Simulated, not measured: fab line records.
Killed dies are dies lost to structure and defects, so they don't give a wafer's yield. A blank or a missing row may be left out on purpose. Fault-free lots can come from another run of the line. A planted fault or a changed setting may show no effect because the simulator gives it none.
Matching of chambers :: flow n5Finfet :: N5_HKMG_FIN_ALD_71 on aldMetal-04: 4 sister chambers
The step deposits TiN, target thk 1 nm, pulse time 1 s, purge time 3 s. 4 wafers are shown with their chamber, then 8 later ones without.

== WAFERS, EACH WITH ITS CHAMBER ==
wafer: L083.2
chamber: 0
heaterPowerW (W): 933

wafer: L087.2
chamber: 3
heaterPowerW (W): 929

wafer: L087.5
chamber: 2
heaterPowerW (W): 866

wafer: L092.2
chamber: 1
heaterPowerW (W): 810

== WAFERS MISSING THEIR CHAMBER ==
wafer: L092.4
heaterPowerW (W): 851

wafer: L092.5
heaterPowerW (W): 904

wafer: L094.3
heaterPowerW (W): 824

wafer: L094.4
heaterPowerW (W): 937

wafer: L094.6
heaterPowerW (W): 943

wafer: L096.2
heaterPowerW (W): 823

wafer: L096.3
heaterPowerW (W): 931

wafer: L096.5
heaterPowerW (W): 802

== CHAMBER TAKEN BY EACH ==
wafer: L092.4
from the rows above: can't be placed: 2 or 1
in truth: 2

wafer: L092.5
from the rows above: can't be placed: 3 or 0 or 2
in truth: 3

wafer: L094.3
from the rows above: 1
in truth: 1

wafer: L094.4
from the rows above: can't be placed: 0 or 3
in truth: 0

wafer: L094.6
from the rows above: can't be placed: 0 or 3
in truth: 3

wafer: L096.2
from the rows above: 1
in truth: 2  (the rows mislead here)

wafer: L096.3
from the rows above: can't be placed: 0 or 3
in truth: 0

wafer: L096.5
from the rows above: 1
in truth: 1
2 of 8 placed correctly. Can't be placed from these rows: 5 (the true chamber is among the candidates in 5). Wrongly placed: 1.
How it was worked out, from the rows above alone: a wafer's distance from a chamber is the root of the sum, over the readings, of the square of ((its reading less the chamber's mean) divided by the reading's scatter). If the next closest chamber is less than 2 further off than the closest, the wafer can't be placed; otherwise it belongs to the closest. Each chamber's mean is taken over the wafers shown for it. The scatter: root of mean squared gap, hidden wafer to nearest shown wafer, with one shown wafer a chamber.
